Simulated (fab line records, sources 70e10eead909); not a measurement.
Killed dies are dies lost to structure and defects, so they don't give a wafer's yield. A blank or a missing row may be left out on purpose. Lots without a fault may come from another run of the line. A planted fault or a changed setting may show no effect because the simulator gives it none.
fab line records | flow nand_harc
record lots=23 wafers=69 last_day=34
route steps=1302 shown A_CONTACT@1012
lots that met no fault: from a run of the same line without faults
start_h: hours from the record's first day to the start of the lot's first wafer shown | wait_h: hours since the lot's step before | " the same as in the row above | L1.1+2: a row that stands for several wafers | - no value, or no start given | * or withheld: withheld | < > ~ a bound
route shown NAME@n: a module of which the file shows steps, and the number in the route of the first | usual: mean/standard deviation of fault-free wafers | same: alike in all rows | chamber/n: place in a boat | sites: the reading at each site | _std_site: their standard deviation | _edge_site: outer sites' mean less inner sites' | radius_mm: how far each site lies from the wafer's centre | mask NAME#n: copy n | behind: the tool/chamber that last shaped the wafer | hold: why the lot was held/for how many hours/how that ended | device: the transistor (n, p or np) that didn't switch | end of line: the same wafers' tests at the end of the route | a step without rows: its recipe alone | killed: dies lost to structure and defects at the first sort, not the wafer's yield | map: a wafer's dies, x killed, . not, _ none there
set.NAME: the setting as run; set.NAME@STEP: as run at that earlier step | model.NAME: the simulator's own value behind a step, which no gauge read
steps of the route over a sample of lots; a table a step, a row a wafer
services: from which hour (start_h, from the record's first day; less than 0 if before it) a tool's chamber was out of use, for how many hours, and why
## steps
# step NHARC_A_CONTACT_ETCH_118
# recipe source_w=withheld pressure_mtorr=20 bias_v=3000 time_s=190 target_depth_a=18500 ar_flow_sccm=withheld c4f8_flow_sccm=withheld o2_flow_sccm=withheld chemistry=C4F8/O2/Ar
# columns lot.wafer tool chamber start_h wait_h rf_hours_counter_h
L074.2 har_cap_etch-01 1 489.73 0.1 127
L074.3 " 1 " " -
L074.5 " 1 " " -
L075.2 har_cap_etch-03 0 506.10 0.1 40
L075.1 " 1 " " 40
L075.4 " 1 " " -
L076.1 har_cap_etch-02 1 506.75 0.1 87
L076.2 " 0 " " 87
L076.6 " 0 " " -
L077.2 har_cap_etch-03 0 509.32 0.1 42
L077.6 " 0 " " -
L077.5 " 1 " " -
L078.2 har_cap_etch-01 0 520.97 0.1 3
L078.3 " 0 " " -
L078.6 " 1 " " -
L079.1 har_cap_etch-03 0 532.32 0.1 47
L079.3 " 0 " " -
L079.6 " 1 " " -
L080.2 har_cap_etch-01 1 554.03 0.1 8
L080.3 " 1 " " -
L080.5 " 0 " " -
L081.3 har_cap_etch-02 0 572.50 0.1 -
L081.5 " 0 " " -
L081.6 " 1 " " -
L083.2 har_cap_etch-02 0 585.16 0.1 100
L083.5 " 1 " " -
L083.6 " 0 " " -
L082.2 har_cap_etch-03 1 594.66 0.1 55
L082.4 " 1 " " -
L082.3 " 0 " " -
L084.2 har_cap_etch-01 1 601.17 0.1 13
L084.1 " 0 " " 13
L084.4 " 1 " " -
L085.1 har_cap_etch-02 1 604.53 0.1 104
L085.3 " 1 " " -
L085.6 " 1 " " -
L086.1 har_cap_etch-02 1 628.28 0.2 108
L086.6 " 1 " " -
L086.5 " 0 " " -
L088.3 har_cap_etch-01 0 634.65 0.1 -
L088.5 " 0 " " -
L088.6 " 1 " " -
L091.1 har_cap_etch-02 1 646.52 0.1 112
L091.2 " 0 " " 112
L091.3 " 1 " " -
L089.4 har_cap_etch-01 0 650.71 0.1 -
L089.3 " 1 " " -
L089.6 " 0 " " -
L090.2 har_cap_etch-03 1 653.99 0.1 67
L090.4 " 1 " " -
L090.5 " 1 " " -
L092.4 har_cap_etch-03 0 671.89 0.1 -
L092.5 " 1 " " -
L092.6 " 0 " " -
L094.1 har_cap_etch-01 0 679.45 0.1 31
L094.2 " 1 " " 31
L094.3 " 0 " " -
L093.1 har_cap_etch-03 0 685.29 0.1 73
L093.4 " 1 " " -
L093.3 " 0 " " -
L095.4 har_cap_etch-02 0 701.59 0.1 -
L095.5 " 0 " " -
L095.6 " 1 " " -
L097.2 har_cap_etch-01 1 724.80 0.1 38
L097.3 " 1 " " -
L097.5 " 0 " " -
L096.2 har_cap_etch-01 1 737.05 0.1 40
L096.3 " 1 " " -
L096.6 " 0 " " -
# step NHARC_A_CONTACT_ETCH_121
# recipe source_w=withheld pressure_mtorr=20 bias_v=3000 time_s=190 target_depth_a=18500 ar_flow_sccm=withheld c4f8_flow_sccm=withheld o2_flow_sccm=withheld chemistry=C4F8/O2/Ar
# columns lot.wafer tool chamber start_h wait_h rf_hours_counter_h
L074.2 har_cap_etch-01 1 490.24 0.1 128
L074.3 " 1 " " -
L074.5 " 1 " " -
L075.2 har_cap_etch-03 0 506.61 0.1 40
L075.1 " 1 " " 40
L075.4 " 1 " " -
L076.1 har_cap_etch-02 1 507.26 0.1 87
L076.2 " 0 " " 87
L076.6 " 0 " " -
L077.2 har_cap_etch-03 0 509.83 0.1 42
L077.6 " 0 " " -
L077.5 " 1 " " -
L078.2 har_cap_etch-01 0 521.49 0.1 3
L078.3 " 0 " " -
L078.6 " 1 " " -
L079.1 har_cap_etch-03 0 532.84 0.1 48
L079.3 " 0 " " -
L079.6 " 1 " " -
L080.2 har_cap_etch-01 1 554.54 0.1 9
L080.3 " 1 " " -
L080.5 " 0 " " -
L081.3 har_cap_etch-02 0 573.01 0.1 -
L081.5 " 0 " " -
L081.6 " 1 " " -
L083.2 har_cap_etch-02 0 585.67 0.1 100
L083.5 " 1 " " -
L083.6 " 0 " " -
L082.2 har_cap_etch-03 1 595.18 0.1 55
L082.4 " 1 " " -
L082.3 " 0 " " -
L084.2 har_cap_etch-01 1 601.68 0.1 14
L084.1 " 0 " " 14
L084.4 " 1 " " -
L085.1 har_cap_etch-02 1 605.04 0.1 105
L085.3 " 1 " " -
L085.6 " 1 " " -
L086.1 har_cap_etch-02 1 628.97 0.2 109
L086.6 " 1 " " -
L086.5 " 0 " " -
L088.3 har_cap_etch-01 0 635.16 0.1 -
L088.5 " 0 " " -
L088.6 " 1 " " -
L091.1 har_cap_etch-02 1 647.03 0.1 113
L091.2 " 0 " " 113
L091.3 " 1 " " -
L089.4 har_cap_etch-01 0 651.23 0.1 -
L089.3 " 1 " " -
L089.6 " 0 " " -
L090.2 har_cap_etch-03 1 654.50 0.1 67
L090.4 " 1 " " -
L090.5 " 1 " " -
L092.4 har_cap_etch-03 0 672.40 0.1 -
L092.5 " 1 " " -
L092.6 " 0 " " -
L094.1 har_cap_etch-01 0 679.97 0.1 31
L094.2 " 1 " " 31
L094.3 " 0 " " -
L093.1 har_cap_etch-03 0 685.80 0.1 74
L093.4 " 1 " " -
L093.3 " 0 " " -
L095.4 har_cap_etch-02 0 702.11 0.1 -
L095.5 " 0 " " -
L095.6 " 1 " " -
L097.2 har_cap_etch-01 1 725.31 0.1 38
L097.3 " 1 " " -
L097.5 " 0 " " -
L096.2 har_cap_etch-01 1 737.56 0.1 41
L096.3 " 1 " " -
L096.6 " 0 " " -
# step NHARC_A_CONTACT_ETCH_96
# recipe target_depth_a=200 over_etch_frac=0.5 time_s=10 ion_energy_ev=250 c4f6_flow_sccm=25 o2_flow_sccm=20 ar_flow_sccm=500 rf_w=600 bias_w=500 chemistry=C4F6/O2
# usual drypump_motor_current_A=5.9/0.35 oes_product_au=0.972/0.024 rf_vpp_V=548/3.4 showerhead_plenum_p_Torr=3.99/0.17 throttle_valve_pct=26.902/0.0077
# columns lot.wafer tool chamber start_h wait_h drypump_motor_current_A oes_product_au rf_hours_counter_h rf_vpp_V showerhead_plenum_p_Torr throttle_valve_pct
L074.2 rie_diel-07 1 - - 5.9 0.939 2 549 4.08 26.904
L074.3 " 3 " " 6.3 0.948 3 548 4.01 26.902
L074.5 " 2 " " 6.1 0.950 - 552 4.20 26.902
L075.2 rie_diel-11 3 - - 5.8 0.945 18 554 4.22 26.891
L075.1 " 0 " " 6.4 0.949 18 547 3.86 26.897
L075.4 " 1 " " 5.8 0.946 19 549 4.04 26.906
L076.2 rie_diel-07 0 - - 6.2 0.997 5 550 4.07 26.898
L076.1 " 1 " " 5.9 0.985 4 550 4.08 26.900
L076.6 " 3 " " 6.3 0.992 - 549 4.01 26.908
L077.2 rie_diel-04 2 - - 5.7 0.932 48 547 3.92 26.908
L077.6 " 3 " " 6.2 0.952 - 547 3.88 26.910
L077.5 " 0 " " 5.2 0.954 - 543 3.71 26.893
L078.2 rie_diel-07 1 - - 6.0 0.958 9 551 4.07 26.906
L078.3 " 0 " " 6.2 0.957 8 550 4.07 26.898
L078.6 " 2 " " 6.1 0.958 - 552 4.20 26.896
L079.3 rie_diel-11 2 - - 5.6 0.963 30 540 3.65 26.921
L079.1 " 0 " " 6.4 0.958 28 546 3.85 26.905
L079.6 " 2 " " 5.6 0.959 - 541 3.65 26.897
L080.3 rie_diel-07 3 - - 6.3 0.966 14 548 4.01 26.890
L080.2 " 0 " " 6.2 0.961 14 548 4.07 26.905
L080.5 " 3 " " 6.3 0.955 - 549 4.01 26.922
L081.3 rie_diel-11 0 - - 6.5 0.947 44 545 3.84 26.906
L081.6 " 3 " " 5.9 0.937 - 553 4.20 26.907
L081.5 " 0 " " 6.4 0.938 - 547 3.84 26.899
L083.2 rie_diel-07 2 - - 6.1 1.010 15 553 4.19 26.903
L083.5 " 3 " " 6.3 0.996 - 549 4.01 26.903
L083.6 " 0 " " 6.2 0.997 - 549 4.07 26.906
L082.4 rie_diel-04 3 - - 6.2 1.012 19 547 3.86 26.898
L082.2 " 0 " " 5.2 1.002 8 542 3.70 26.897
L082.3 " 1 " " 5.4 0.997 20 551 4.14 26.913
L084.2 rie_diel-04 1 - - 5.4 1.002 22 551 4.14 26.901
L084.4 " 2 " " 5.7 0.999 21 546 3.90 26.908
L084.1 " 3 " " 6.3 0.998 21 546 3.86 26.885
L085.1 rie_diel-11 3 - - 5.8 0.942 52 552 4.19 26.895
L085.3 " 0 " " 6.4 0.938 54 544 3.84 26.901
L085.6 " 1 " " 5.8 0.948 - 549 4.02 26.894
L086.1 rie_diel-11 0 - - 6.5 0.969 4 545 3.83 26.899
L086.5 " 1 " " 5.8 0.980 - 549 4.01 26.903
L086.6 " 2 " " 5.5 0.989 - 554 4.22 26.906
L088.3 rie_diel-04 1 - - 5.4 0.953 33 552 4.13 26.895
L088.6 " 2 " " 5.7 0.941 - 546 3.89 26.896
L088.5 " 3 " " 6.2 0.948 - 546 3.86 26.893
L091.2 rie_diel-04 2 - - 5.7 0.957 35 546 3.89 26.902
L091.3 " 3 " " 6.3 0.965 35 545 3.85 26.906
L091.1 " 1 " " 5.4 0.955 37 550 4.13 26.898
L089.3 rie_diel-11 1 - - 5.8 0.980 10 550 4.01 26.903
L089.4 " 0 " " 6.5 0.958 8 544 3.83 26.920
L089.6 " 2 " " 5.6 0.971 - 554 4.22 26.903
L090.2 rie_diel-11 2 - - 5.6 1.013 13 553 4.22 26.907
L090.4 " 3 " " 5.9 0.991 11 551 4.19 26.910
L090.5 " 1 " " 5.8 0.996 - 548 4.01 26.900
L092.6 rie_diel-07 3 673.84 0.1 6.3 0.977 - 548 3.99 26.896
L092.4 " 1 " " 5.9 0.971 - 550 4.06 26.893
L092.5 " 2 " " 6.1 0.974 - 552 4.18 26.904
L094.3 rie_diel-04 2 681.51 0.1 5.8 0.978 46 546 3.88 26.898
L094.1 " 0 " " 5.2 1.002 35 542 3.69 26.916
L094.2 " 1 " " 5.4 0.973 44 552 4.13 26.897
L093.1 rie_diel-04 3 - - 6.2 0.935 45 545 3.85 26.898
L093.3 " 0 " " 5.2 0.938 37 542 3.69 26.903
L093.4 " 1 " " 5.4 0.949 46 551 4.13 26.906
L095.4 rie_diel-07 0 - - 6.2 0.997 5 549 4.05 26.904
L095.5 " 2 " " 6.1 1.004 - 551 4.18 26.908
L095.6 " 3 " " 6.3 0.997 - 548 3.99 26.899
L097.2 rie_diel-07 2 - - 6.1 1.005 9 552 4.18 26.900
L097.3 " 1 " " 5.9 1.002 9 549 4.05 26.893
L097.5 " 3 " " 6.2 0.998 - 550 3.99 26.909
L096.2 rie_diel-07 1 - - 5.9 0.947 12 548 4.05 26.905
L096.3 " 2 " " 6.1 0.933 13 552 4.18 26.906
L096.6 " 1 " " 5.9 0.951 - 550 4.05 26.894
# step NHARC_A_CONTACT_DESCUM_74
# recipe time_s=3 o2_flow_sccm=200 ar_flow_sccm=0 bias_power_w=0 chemistry=O2
# usual drypump_motor_current_A=6.0/0.31 oes_product_au=1.004/0.0085 rf_vpp_V=58.1/0.93 showerhead_plenum_p_Torr=1.97/0.073 throttle_valve_pct=11.310/0.0086
# columns lot.wafer tool chamber start_h wait_h drypump_motor_current_A oes_product_au rf_hours_counter_h rf_vpp_V showerhead_plenum_p_Torr throttle_valve_pct
L074.3 rie_diel-04 2 497.03 0.1 5.7 0.984 43 59.6 1.91 11.323
L074.2 " 3 " " 6.2 0.995 43 57.2 1.89 11.312
L074.5 " 3 " " 6.2 1.001 - 59.1 1.89 11.299
L075.4 rie_diel-07 0 513.69 0.1 6.1 1.000 5 59.6 1.99 11.317
L075.1 " 1 " " 5.9 1.005 4 58.8 2.00 11.316
L075.2 " 2 " " 6.1 1.012 4 57.8 2.06 11.301
L076.1 rie_diel-11 2 513.91 0.1 5.5 0.999 20 56.3 1.77 11.315
L076.2 " 3 " " 5.8 1.005 19 59.2 2.07 11.311
L076.6 " 2 " " 5.6 1.006 - 57.1 1.77 11.313
L077.2 rie_diel-07 0 516.41 0.1 6.2 1.010 6 58.4 1.99 11.306
L077.6 " 3 " " 6.3 1.024 - 57.9 1.96 11.305
L077.5 " 0 " " 6.2 1.011 - 57.5 1.99 11.322
L078.2 rie_diel-04 1 529.11 0.1 5.4 1.029 57 58.1 2.04 11.301
L078.3 " 2 " " 5.7 0.994 55 59.3 1.91 11.324
L078.6 " 1 " " 5.4 1.018 - 58.7 2.04 11.315
L079.3 rie_diel-07 0 539.62 0.1 6.2 1.009 10 57.9 1.99 11.305
L079.1 " 1 " " 5.9 0.996 10 58.5 1.99 11.308
L079.6 " 1 " " 5.9 0.997 - 58.0 1.99 11.306
L080.2 rie_diel-07 3 563.43 0.1 6.2 1.007 14 57.8 1.96 11.308
L080.3 " 1 " " 5.9 1.000 14 58.7 1.99 11.313
L080.5 " 3 " " 6.3 1.005 - 57.1 1.96 11.305
L081.3 rie_diel-07 2 579.58 0.1 6.0 1.004 14 57.8 2.06 11.322
L081.6 " 3 " " 6.3 1.005 - 59.3 1.96 11.318
L081.5 " 0 " " 6.1 1.010 - 57.0 1.99 11.317
L083.2 rie_diel-04 2 592.50 0.1 5.7 1.004 17 58.6 1.90 11.305
L083.5 " 2 " " 5.7 0.995 - 59.2 1.90 11.309
L083.6 " 3 " " 6.3 1.007 - 57.6 1.88 11.321
L082.2 rie_diel-07 1 604.82 0.1 5.9 0.993 22 58.5 1.99 11.290
L082.3 " 2 " " 6.1 1.011 19 57.3 2.06 11.313
L082.4 " 3 " " 6.2 0.996 23 58.3 1.96 11.296
L084.4 rie_diel-07 0 611.01 0.1 6.1 1.001 24 57.8 1.99 11.315
L084.2 " 1 " " 5.9 1.001 24 58.6 1.99 11.313
L084.1 " 2 " " 6.1 1.009 20 58.5 2.06 11.311
L085.1 rie_diel-07 0 612.71 0.1 6.2 1.006 25 59.1 1.99 11.320
L085.3 " 1 " " 6.0 1.005 24 57.6 1.99 11.303
L085.6 " 3 " " 6.2 0.999 - 58.4 1.96 11.318
L086.1 rie_diel-07 1 635.92 0.1 5.9 1.003 29 58.3 1.99 11.304
L086.6 " 2 " " 6.1 1.003 - 58.9 2.06 11.312
L086.5 " 3 " " 6.3 1.007 - 57.5 1.95 11.304
L088.3 rie_diel-07 3 642.75 0.1 6.2 0.997 31 57.1 1.95 11.317
L088.6 " 3 " " 6.3 0.996 - 59.0 1.95 11.307
L088.5 " 0 " " 6.2 1.013 - 58.9 1.99 11.302
L091.1 rie_diel-11 1 654.07 0.1 5.8 1.000 11 57.6 1.96 11.313
L091.3 " 3 " " 5.8 0.997 10 57.2 2.05 11.305
L091.2 " 0 " " 6.4 1.002 9 59.2 1.86 11.300
L089.3 rie_diel-07 2 658.34 0.1 6.1 1.000 0 57.3 2.05 11.317
L089.4 " 3 " " 6.2 0.996 0 57.6 1.95 11.309
L089.6 " 2 " " 6.1 0.991 - 59.1 2.05 11.320
L090.2 rie_diel-07 1 661.20 0.1 5.9 0.997 1 58.1 1.99 11.293
L090.4 " 0 " " 6.1 1.015 1 59.1 1.99 11.307
L090.5 " 2 " " 6.1 0.999 - 57.3 2.05 11.316
L092.4 rie_diel-11 2 681.01 0.1 5.5 1.006 24 59.3 2.07 11.314
L092.5 " 1 " " 5.8 1.006 - 57.0 1.95 11.323
L092.6 " 2 " " 5.6 1.016 - 60.0 2.07 11.308
L094.1 rie_diel-04 0 687.96 0.1 5.2 1.002 37 55.6 1.79 11.312
L094.3 " 1 " " 5.4 1.009 46 59.1 2.02 11.319
L094.2 " 3 " " 6.2 1.015 45 58.5 1.87 11.316
L093.4 rie_diel-04 3 695.33 0.1 6.2 1.012 47 58.3 1.87 11.326
L093.3 " 0 " " 5.2 0.992 40 56.3 1.79 11.294
L093.1 " 1 " " 5.4 0.999 48 58.3 2.02 11.307
L095.4 rie_diel-04 1 708.72 0.1 5.4 0.995 53 58.2 2.02 11.320
L095.6 " 2 " " 5.7 1.004 - 57.8 1.89 11.314
L095.5 " 3 " " 6.2 0.995 - 56.3 1.87 11.325
L097.2 rie_diel-07 2 732.36 0.2 6.1 0.998 10 58.0 2.05 11.320
L097.3 " 3 " " 6.2 0.985 10 59.3 1.95 11.313
L097.5 " 2 " " 6.1 1.007 - 58.9 2.05 11.316
L096.3 rie_diel-11 3 749.32 0.1 5.8 0.994 44 58.7 2.04 11.310
L096.2 " 0 " " 6.4 1.002 41 58.6 1.85 11.311
L096.6 " 2 " " 5.5 0.994 - 59.7 2.06 11.318
# step NHARC_A_CONTACT_ETCH_75
# recipe target_depth_a=390 over_etch_frac=0.3 time_s=65 ion_energy_ev=80 cf4_flow_sccm=150 ar_flow_sccm=0 rf_w=300 bias_w=100 chemistry=CF4
# usual drypump_motor_current_A=6.0/0.31 oes_product_au=1.003/0.008 rf_vpp_V=151.9/1.1 showerhead_plenum_p_Torr=1.82/0.062 throttle_valve_pct=13.284/0.0089
# columns lot.wafer tool chamber start_h wait_h drypump_motor_current_A oes_product_au rf_hours_counter_h rf_vpp_V showerhead_plenum_p_Torr throttle_valve_pct
L074.2 rie_diel-04 3 497.12 0.1 6.3 0.998 43 150.8 1.75 13.289
L074.3 " 1 " " 5.3 1.007 45 152.6 1.88 13.276
L074.5 " 2 " " 5.7 0.999 - 151.1 1.77 13.288
L075.1 rie_diel-07 1 513.77 0.1 5.9 1.008 4 153.7 1.84 13.291
L075.4 " 2 " " 6.1 1.011 4 153.6 1.90 13.292
L075.2 " 3 " " 6.3 1.007 5 152.6 1.81 13.282
L076.2 rie_diel-11 2 514.01 0.1 5.6 1.005 20 149.8 1.65 13.288
L076.1 " 3 " " 5.8 1.001 19 153.1 1.90 13.297
L076.6 " 0 " " 6.4 0.996 - 151.9 1.74 13.291
L077.2 rie_diel-07 3 516.50 0.1 6.3 1.006 6 152.5 1.81 13.280
L077.6 " 1 " " 5.9 0.999 - 153.3 1.84 13.286
L077.5 " 2 " " 6.1 1.005 - 154.1 1.90 13.298
L078.2 rie_diel-04 1 529.20 0.1 5.4 1.016 57 152.5 1.88 13.272
L078.3 " 3 " " 6.2 1.005 55 151.6 1.75 13.280
L078.6 " 1 " " 5.4 1.003 - 153.4 1.88 13.287
L079.3 rie_diel-07 2 539.70 0.1 6.1 1.016 11 151.9 1.89 13.274
L079.1 " 3 " " 6.2 0.995 11 152.8 1.81 13.282
L079.6 " 3 " " 6.2 0.995 - 152.3 1.81 13.277
L080.2 rie_diel-07 3 563.53 0.1 6.2 1.001 14 152.9 1.81 13.274
L080.3 " 0 " " 6.2 1.005 14 152.1 1.84 13.276
L080.5 " 3 " " 6.2 0.997 - 151.2 1.81 13.270
L081.3 rie_diel-07 0 579.66 0.1 6.2 1.003 18 151.5 1.83 13.276
L081.5 " 1 " " 5.9 0.991 - 151.5 1.84 13.292
L081.6 " 2 " " 6.1 1.006 - 153.5 1.89 13.290
L083.2 rie_diel-04 2 592.60 0.1 5.7 1.006 17 152.0 1.76 13.272
L083.6 " 3 " " 6.2 1.009 - 150.6 1.74 13.280
L083.5 " 0 " " 5.2 1.007 - 150.4 1.67 13.288
L082.4 rie_diel-07 3 604.90 0.1 6.2 1.008 23 151.7 1.81 13.275
L082.2 " 0 " " 6.2 1.005 23 150.7 1.83 13.282
L082.3 " 1 " " 5.9 1.004 22 153.0 1.83 13.289
L084.2 rie_diel-07 2 611.09 0.1 6.1 1.008 20 154.7 1.89 13.278
L084.4 " 0 " " 6.2 0.995 24 151.4 1.83 13.270
L084.1 " 1 " " 6.0 1.001 24 151.0 1.83 13.296
L085.3 rie_diel-07 1 612.78 0.1 5.9 1.009 24 152.0 1.83 13.288
L085.1 " 2 " " 6.1 1.018 21 152.4 1.89 13.287
L085.6 " 1 " " 6.0 1.008 - 151.7 1.83 13.291
L086.1 rie_diel-07 2 635.98 0.1 6.1 1.005 26 152.6 1.89 13.284
L086.6 " 2 " " 6.1 1.008 - 152.0 1.89 13.282
L086.5 " 3 " " 6.2 1.000 - 152.8 1.80 13.299
L088.3 rie_diel-07 0 642.85 0.1 6.1 1.010 30 153.8 1.83 13.275
L088.6 " 0 " " 6.1 0.999 - 151.5 1.83 13.274
L088.5 " 1 " " 5.9 1.001 - 151.2 1.83 13.268
L091.2 rie_diel-11 0 654.16 0.1 6.4 0.993 9 149.9 1.73 13.272
L091.1 " 1 " " 5.8 0.993 11 150.6 1.81 13.294
L091.3 " 2 " " 5.5 1.006 11 153.7 1.91 13.295
L089.3 rie_diel-07 0 658.45 0.1 6.1 1.009 0 151.4 1.83 13.279
L089.4 " 2 " " 6.1 0.987 0 152.4 1.89 13.280
L089.6 " 1 " " 5.9 0.996 - 151.5 1.83 13.269
L090.2 rie_diel-07 2 661.28 0.1 6.1 0.996 1 151.9 1.89 13.293
L090.4 " 3 " " 6.2 1.002 1 150.5 1.80 13.279
L090.5 " 2 " " 6.1 0.988 - 151.4 1.89 13.290
L092.4 rie_diel-11 2 681.10 0.1 5.6 1.003 24 153.2 1.90 13.279
L092.5 " 3 " " 5.8 1.011 - 151.9 1.89 13.280
L092.6 " 0 " " 6.4 1.001 - 151.6 1.72 13.279
L094.1 rie_diel-04 2 688.05 0.1 5.7 1.012 48 149.5 1.75 13.259
L094.2 " 3 " " 6.2 1.013 45 150.7 1.73 13.282
L094.3 " 0 " " 5.2 1.004 37 149.3 1.66 13.279
L093.4 rie_diel-04 2 695.42 0.1 5.7 1.007 50 150.7 1.75 13.285
L093.3 " 3 " " 6.2 1.018 47 150.2 1.73 13.277
L093.1 " 0 " " 5.2 1.000 40 149.3 1.66 13.265
L095.4 rie_diel-04 1 708.78 0.1 5.4 1.004 53 153.0 1.86 13.278
L095.5 " 1 " " 5.3 1.010 - 150.6 1.86 13.286
L095.6 " 2 " " 5.7 1.004 - 150.7 1.75 13.278
L097.2 rie_diel-07 3 732.46 0.1 6.2 1.000 10 151.7 1.80 13.291
L097.3 " 0 " " 6.1 0.998 7 151.4 1.83 13.281
L097.5 " 2 " " 6.1 0.990 - 153.7 1.89 13.282
L096.3 rie_diel-11 2 749.39 0.1 5.5 1.002 51 152.3 1.89 13.289
L096.2 " 0 " " 6.4 0.993 41 148.9 1.72 13.283
L096.6 " 3 " " 5.8 0.999 - 152.3 1.88 13.289
# step NHARC_A_CONTACT_ETCH_97
# recipe target_depth_a=200 over_etch_frac=0.5 time_s=10 ion_energy_ev=250 c4f6_flow_sccm=25 o2_flow_sccm=20 ar_flow_sccm=500 rf_w=600 bias_w=500 chemistry=C4F6/O2
# usual drypump_motor_current_A=6.05/0.24 oes_product_au=0.958/0.018 rf_vpp_V=549.5/2.5 showerhead_plenum_p_Torr=4.05/0.11 throttle_valve_pct=26.903/0.0085
# columns lot.wafer tool chamber start_h wait_h drypump_motor_current_A oes_product_au rf_hours_counter_h rf_vpp_V showerhead_plenum_p_Torr throttle_valve_pct
L074.2 rie_diel-07 0 - - 6.16 0.949 3 550.0 4.08 26.908
L074.3 " 1 " " 5.95 0.962 3 550.0 4.08 26.913
L074.5 " 3 " " 6.27 0.944 - 548.4 4.01 26.914
L075.1 rie_diel-11 0 - - 6.48 0.939 22 545.1 3.85 26.908
L075.2 " 2 " " 5.56 0.976 22 540.3 3.66 26.904
L075.4 " 3 " " 5.82 0.966 21 552.8 4.21 26.902
L076.1 rie_diel-07 3 - - 6.26 0.955 7 549.4 4.01 26.918
L076.2 " 2 " " 6.08 0.963 7 552.8 4.20 26.889
L076.6 " 3 " " 6.25 0.958 - 548.8 4.01 26.897
L077.2 rie_diel-04 2 520.76 0.1 5.74 0.950 50 546.5 3.91 26.883
L077.5 " 3 " " 6.23 0.958 - 546.2 3.88 26.896
L077.6 " 1 " " 5.38 0.977 - 552.1 4.16 26.904
L078.2 rie_diel-07 2 - - 6.06 0.954 11 551.8 4.20 26.891
L078.3 " 0 " " 6.22 0.950 10 551.3 4.07 26.890
L078.6 " 1 " " 5.92 0.937 - 550.9 4.07 26.915
L079.1 rie_diel-07 2 - - 6.08 0.947 13 553.1 4.20 26.907
L079.3 " 3 " " 6.26 0.939 12 548.5 4.01 26.911
L079.6 " 0 " " 6.18 0.955 - 550.1 4.07 26.895
L080.3 rie_diel-07 3 567.83 0.1 6.26 0.958 15 549.4 4.01 26.888
L080.2 " 1 " " 5.94 0.957 15 549.5 4.07 26.902
L080.5 " 0 " " 6.20 0.959 - 549.7 4.07 26.907
L081.3 rie_diel-07 1 - - 5.94 0.937 18 548.7 4.07 26.898
L081.6 " 2 " " 6.07 0.960 - 551.8 4.20 26.918
L081.5 " 3 " " 6.22 0.944 - 547.8 4.01 26.917
L083.2 rie_diel-07 1 - - 5.88 0.943 20 549.2 4.07 26.888
L083.5 " 2 " " 6.10 0.974 - 553.0 4.19 26.900
L083.6 " 3 " " 6.26 0.926 - 549.8 4.00 26.892
L082.2 rie_diel-07 0 - - 6.16 0.946 23 551.0 4.06 26.916
L082.3 " 1 " " 5.91 0.950 23 549.1 4.06 26.908
L082.4 " 3 " " 6.25 0.943 24 548.6 4.00 26.891
L084.2 rie_diel-07 2 - - 6.10 0.956 23 551.7 4.19 26.898
L084.4 " 3 " " 6.29 0.939 26 549.7 4.00 26.898
L084.1 " 0 " " 6.18 0.933 26 549.7 4.06 26.921
L085.1 rie_diel-04 3 - - 6.23 0.966 25 545.2 3.86 26.901
L085.3 " 1 " " 5.35 0.981 27 552.9 4.14 26.906
L085.6 " 2 " " 5.71 0.982 - 546.8 3.89 26.907
L086.1 rie_diel-07 2 - - 6.07 0.971 27 553.6 4.19 26.898
L086.6 " 2 " " 6.08 0.975 - 552.2 4.19 26.910
L086.5 " 3 " " 6.27 0.963 - 548.4 4.00 26.898
L088.3 rie_diel-11 2 - - 5.52 0.959 8 553.1 4.22 26.909
L088.5 " 2 " " 5.60 0.952 - 553.8 4.22 26.902
L088.6 " 3 " " 5.87 0.962 - 550.7 4.19 26.910
L091.2 rie_diel-07 2 - - 6.07 1.000 0 552.9 4.19 26.895
L091.3 " 3 " " 6.27 0.997 0 547.2 4.00 26.905
L091.1 " 1 " " 5.95 1.003 0 548.9 4.06 26.913
L089.3 rie_diel-04 0 662.74 0.3 5.21 0.974 30 542.9 3.69 26.898
L089.4 " 2 " " 5.74 0.970 - 547.1 3.89 26.898
L089.6 " 0 " " 5.20 0.966 - 541.3 3.69 26.887
L090.2 rie_diel-07 0 - - 6.18 0.956 2 548.8 4.06 26.904
L090.4 " 1 " " 5.96 0.944 2 550.6 4.06 26.914
L090.5 " 3 " " 6.28 0.928 - 549.0 4.00 26.896
L092.4 rie_diel-07 2 - - 6.09 0.945 7 551.4 4.18 26.901
L092.5 " 1 " " 5.93 0.946 - 549.8 4.06 26.895
L092.6 " 2 " " 6.10 0.950 - 551.1 4.18 26.902
L094.2 rie_diel-07 2 - - 6.09 0.947 7 551.3 4.18 26.901
L094.3 " 0 " " 6.20 1.003 5 549.1 4.05 26.905
L094.1 " 1 " " 5.94 0.954 7 550.0 4.06 26.906
L093.1 rie_diel-07 2 - - 6.11 0.958 7 553.2 4.18 26.882
L093.3 " 0 " " 6.21 0.944 5 549.7 4.05 26.906
L093.4 " 1 " " 5.95 0.952 7 549.0 4.06 26.902
L095.4 rie_diel-07 2 - - 6.10 0.931 8 553.6 4.18 26.901
L095.6 " 1 " " 5.97 0.940 - 550.5 4.05 26.907
L095.5 " 2 " " 6.05 0.934 - 553.7 4.18 26.899
L097.3 rie_diel-07 2 - - 6.05 0.952 12 550.5 4.18 26.897
L097.2 " 3 " " 6.29 0.957 12 548.7 3.99 26.903
L097.5 " 1 " " 5.94 0.933 - 548.4 4.05 26.914
L096.3 rie_diel-07 0 - - 6.12 0.996 11 550.3 4.05 26.901
L096.2 " 2 " " 6.08 0.992 14 551.3 4.18 26.923
L096.6 " 3 " " 6.25 1.006 - 549.1 3.99 26.883
## services
# columns tool chamber start_h hours kind
rie_diel-07 - 471.20 9.0 pm
rie_diel-07 0 471.20 9.0 vent_cycle
rie_diel-07 1 471.20 9.0 vent_cycle
rie_diel-07 2 471.20 9.0 vent_cycle
rie_diel-07 3 471.20 9.0 vent_cycle
rie_diel-07 0 480.20 - clean
rie_diel-07 1 480.20 - clean
rie_diel-07 2 480.20 - clean
rie_diel-07 3 480.20 - clean
har_cap_etch-01 - 497.00 17.0 pm
rie_diel-07 0 504.70 - clean
rie_diel-07 1 504.70 - clean
rie_diel-07 2 504.70 - clean
rie_diel-04 0 518.99 65.0 repair
rie_diel-04 - 533.58 9.0 pm
har_cap_etch-02 - 551.44 0.2 repair
rie_diel-07 2 563.04 10.5 repair
rie_diel-11 - 609.92 9.0 pm
rie_diel-04 - 617.11 0.4 repair
rie_diel-07 - 648.20 9.0 pm
rie_diel-04 1 661.86 9.7 repair
rie_diel-07 0 670.15 9.9 repair
rie_diel-04 3 678.08 5.6 repair
rie_diel-04 - 710.58 9.0 pm
## key
fault none
